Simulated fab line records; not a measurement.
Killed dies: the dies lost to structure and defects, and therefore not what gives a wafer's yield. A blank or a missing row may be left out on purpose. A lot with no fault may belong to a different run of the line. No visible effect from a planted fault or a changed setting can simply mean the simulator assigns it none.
Matching of chambers -- flow nand-harc -- NHARC_P_GATE_STRIP_108 on rie-diel-09 has 4 sister chambers
The step strips in O2. 18 wafers are shown with their chamber, then 9 later ones without.

== WAFERS, EACH WITH ITS CHAMBER ==
wafer,chamber,drypump-motor-current-A (A),oes-product-au (a.u.),rf-vpp-V (V)
L074.2,3,6.5,0.991,58.5
L074.5,2,5.5,0.989,57.5
L074.6,3,6.5,0.984,58.2
L076.2,0,6.0,0.990,58.4
L076.4,1,5.2,0.991,56.7
L076.5,2,5.6,0.987,58.4
L077.2,0,6.0,0.981,58.0
L077.3,3,6.6,0.979,59.6
L077.6,0,6.0,0.975,57.3
L081.1,1,5.2,0.998,58.0
L081.4,0,5.9,0.982,58.2
L081.6,2,5.6,1.001,57.8
L082.2,2,5.5,0.990,57.5
L082.3,1,5.2,0.999,57.8
L082.5,0,6.0,0.988,58.2
L083.1,1,5.2,0.996,57.7
L083.2,3,6.6,0.985,58.4
L083.3,0,5.9,0.982,55.6

SIGNATURES, as means of the wafers listed above
reading,chamber 0,chamber 1,chamber 2,chamber 3,scatter within a chamber
drypump-motor-current-A,5.967,5.200,5.550,6.550,0.0488
oes-product-au,0.98300,0.99600,0.99175,0.98475,0.00517
rf-vpp-V,57.617,57.550,57.800,58.675,0.772
Rule: a wafer's distance from a chamber is the root of the sum, over the readings, of the square of ((its reading less the chamber's mean) divided by the reading's scatter). If the next closest chamber is less than 2 further off than the closest, the wafer can't be placed; otherwise it belongs to the closest. The scatter: the root of (the sum of the squares of (reading less its chamber's mean) over the shown wafers, divided by (wafers less chambers)).

== WAFERS MISSING THEIR CHAMBER ==
wafer,drypump-motor-current-A (A),oes-product-au (a.u.),rf-vpp-V (V)
L091.2,6.0,0.992,57.3
L091.4,5.2,0.990,58.8
L091.5,5.2,0.997,58.0
L093.1,5.9,1.005,57.7
L093.2,5.2,0.982,58.3
L093.4,6.5,0.988,57.6
L096.2,6.5,0.977,58.3
L096.3,5.2,0.996,58.9
L096.5,6.5,0.987,57.8

== EACH ONE'S CHAMBER ==
wafer,from the rows above,in truth
L091.2,0,0
L091.4,1,1
L091.5,1,1
L093.1,0,0
L093.2,1,1
L093.4,3,3
L096.2,3,3
L096.3,1,1
L096.5,3,3
Correctly placed: 9 of 9. From these rows, 0 cannot be placed. Placed wrongly: 0.
